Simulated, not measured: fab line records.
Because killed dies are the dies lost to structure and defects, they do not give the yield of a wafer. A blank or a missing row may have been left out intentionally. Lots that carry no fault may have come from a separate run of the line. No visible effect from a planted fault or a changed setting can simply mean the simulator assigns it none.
Split-lot experiment / flow n5Finfet / route with 1938 steps; 7 lots, 21 wafers read

## THE SPLIT ITSELF
At N5_FIN_SAQP_ETCH_69 (etches SOC in N2/H2, stops on SiNx, target depth 150 nm), the setting targetDepthA was moved away from the recipe's 1500 angstrom on 7 of the 21 wafers read, by -5.5% to +8.5%. All remaining wafers had this setting at the recipe value.

The split's own step is where the reading is taken.

## THE READING
SOC_of_FIN_SAQP_COAT_68.thkNm (the simulator's own value, which no gauge read), in nm, at N5_FIN_SAQP_ETCH_69 (etches SOC in N2/H2, stops on SiNx, target depth 150 nm). There is no usual value for it anywhere in the file. The 14 wafers here that ran the recipe average 4.9 nm, standard deviation 1.5 nm.

wafer=L074.1; tool, chamber at the split=rieDiel-06, 3; targetDepthA as run, angstrom=1500; against the recipe=recipe; SOC_of_FIN_SAQP_COAT_68.thkNm, nm=2.8; against lot-mates on the recipe=-
wafer=L074.2; tool, chamber at the split=rieDiel-06, 2; targetDepthA as run, angstrom=1417; against the recipe=-5.5%; SOC_of_FIN_SAQP_COAT_68.thkNm, nm=10; against lot-mates on the recipe=+7.2
wafer=L074.3; tool, chamber at the split=rieDiel-06, 0; targetDepthA as run, angstrom=1417; against the recipe=-5.5%; SOC_of_FIN_SAQP_COAT_68.thkNm, nm=12.2; against lot-mates on the recipe=+9.4
wafer=L076.1; tool, chamber at the split=rieDiel-01, 2; targetDepthA as run, angstrom=1500; against the recipe=recipe; SOC_of_FIN_SAQP_COAT_68.thkNm, nm=5; against lot-mates on the recipe=-
wafer=L076.2; tool, chamber at the split=rieDiel-01, 1; targetDepthA as run, angstrom=1500; against the recipe=recipe; SOC_of_FIN_SAQP_COAT_68.thkNm, nm=5.2; against lot-mates on the recipe=-
wafer=L076.6; tool, chamber at the split=rieDiel-01, 3; targetDepthA as run, angstrom=1500; against the recipe=recipe; SOC_of_FIN_SAQP_COAT_68.thkNm, nm=7.6; against lot-mates on the recipe=-
wafer=L083.3; tool, chamber at the split=rieDiel-06, 3; targetDepthA as run, angstrom=1500; against the recipe=recipe; SOC_of_FIN_SAQP_COAT_68.thkNm, nm=2.6; against lot-mates on the recipe=-
wafer=L083.4; tool, chamber at the split=rieDiel-06, 2; targetDepthA as run, angstrom=1500; against the recipe=recipe; SOC_of_FIN_SAQP_COAT_68.thkNm, nm=3.6; against lot-mates on the recipe=-
wafer=L083.5; tool, chamber at the split=rieDiel-06, 1; targetDepthA as run, angstrom=1563; against the recipe=+4.2%; SOC_of_FIN_SAQP_COAT_68.thkNm, nm=2.6; against lot-mates on the recipe=-0.5
wafer=L089.1; tool, chamber at the split=rieDiel-02, 3; targetDepthA as run, angstrom=1500; against the recipe=recipe; SOC_of_FIN_SAQP_COAT_68.thkNm, nm=5; against lot-mates on the recipe=-
wafer=L089.4; tool, chamber at the split=rieDiel-02, 1; targetDepthA as run, angstrom=1500; against the recipe=recipe; SOC_of_FIN_SAQP_COAT_68.thkNm, nm=3.2; against lot-mates on the recipe=-
wafer=L089.5; tool, chamber at the split=rieDiel-02, 3; targetDepthA as run, angstrom=1500; against the recipe=recipe; SOC_of_FIN_SAQP_COAT_68.thkNm, nm=5.2; against lot-mates on the recipe=-
wafer=L092.1; tool, chamber at the split=rieDiel-01, 1,3; targetDepthA as run, angstrom=1628; against the recipe=+8.5%; SOC_of_FIN_SAQP_COAT_68.thkNm, nm=0; against lot-mates on the recipe=-6.8
wafer=L092.6; tool, chamber at the split=rieDiel-01, 1,3; targetDepthA as run, angstrom=1628; against the recipe=+8.5%; SOC_of_FIN_SAQP_COAT_68.thkNm, nm=0; against lot-mates on the recipe=-6.8
wafer=L092.4; tool, chamber at the split=rieDiel-01, 3; targetDepthA as run, angstrom=1500; against the recipe=recipe; SOC_of_FIN_SAQP_COAT_68.thkNm, nm=6.8; against lot-mates on the recipe=-
wafer=L095.1; tool, chamber at the split=rieDiel-06, 3; targetDepthA as run, angstrom=1431; against the recipe=-4.6%; SOC_of_FIN_SAQP_COAT_68.thkNm, nm=6.4; against lot-mates on the recipe=+2.8
wafer=L095.3; tool, chamber at the split=rieDiel-06, 2; targetDepthA as run, angstrom=1431; against the recipe=-4.6%; SOC_of_FIN_SAQP_COAT_68.thkNm, nm=7.8; against lot-mates on the recipe=+4.2
wafer=L095.4; tool, chamber at the split=rieDiel-06, 0; targetDepthA as run, angstrom=1500; against the recipe=recipe; SOC_of_FIN_SAQP_COAT_68.thkNm, nm=3.6; against lot-mates on the recipe=-
wafer=L096.2; tool, chamber at the split=rieDiel-06, 0; targetDepthA as run, angstrom=1500; against the recipe=recipe; SOC_of_FIN_SAQP_COAT_68.thkNm, nm=6.2; against lot-mates on the recipe=-
wafer=L096.4; tool, chamber at the split=rieDiel-06, 1; targetDepthA as run, angstrom=1500; against the recipe=recipe; SOC_of_FIN_SAQP_COAT_68.thkNm, nm=6.6; against lot-mates on the recipe=-
wafer=L096.5; tool, chamber at the split=rieDiel-06, 0; targetDepthA as run, angstrom=1500; against the recipe=recipe; SOC_of_FIN_SAQP_COAT_68.thkNm, nm=5.2; against lot-mates on the recipe=-
When a row names more than one chamber, that row covers several wafers, and the file does not tell which wafer ran in which chamber.

FIT RESULTS
A straight line over all 21 wafers: SOC_of_FIN_SAQP_COAT_68.thkNm changes by -0.684 nm for each +1% of targetDepthA; r = -0.85; the points scatter about the line by 1.6 nm.
The same after taking each lot's own level away (the mean of its wafers on the recipe; 21 wafers): -0.91 nm for each +1%; r = -0.92; scatter 1.5 nm.
According to that fit, moving targetDepthA by its largest amount changes the reading by 7.8 nm.
The lots' own levels span 2.80 to 6.80 nm, that is 2.7 times the standard deviation above.
Hence the slope depends on the lot-to-lot level, as the two fits are not the same.
Check: -7.48 nm against its lot-mates is what the line predicts for one of the wafers moved furthest among these (+8.5%) when that wafer is left out of the fit. It came out at -6.8 nm against them.

## OTHER SPLITS APPLIED TO THESE WAFERS
Note: prior to the reading, these wafers also went through further splits. Each is held against what the fit with the lots' levels taken away leaves over:
other split on the same wafers=N5_WELL_APT_COAT_02 spinRpm; wafers away from the commonest value=7; r with SOC_of_FIN_SAQP_COAT_68.thkNm (lot level and that fit taken away)=-0.13
other split on the same wafers=N5_FIN_SAQP_PECVD_06 timeS; wafers away from the commonest value=7; r with SOC_of_FIN_SAQP_COAT_68.thkNm (lot level and that fit taken away)=+0.54
other split on the same wafers=N5_FIN_SAQP_EXPOSE_13 doseMj; wafers away from the commonest value=3; r with SOC_of_FIN_SAQP_COAT_68.thkNm (lot level and that fit taken away)=-0.04

## THE FILE'S OWN FIT
SOC_of_FIN_SAQP_COAT_68.thkNm changes by -0.859 nm for each +1% of targetDepthA, r = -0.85.
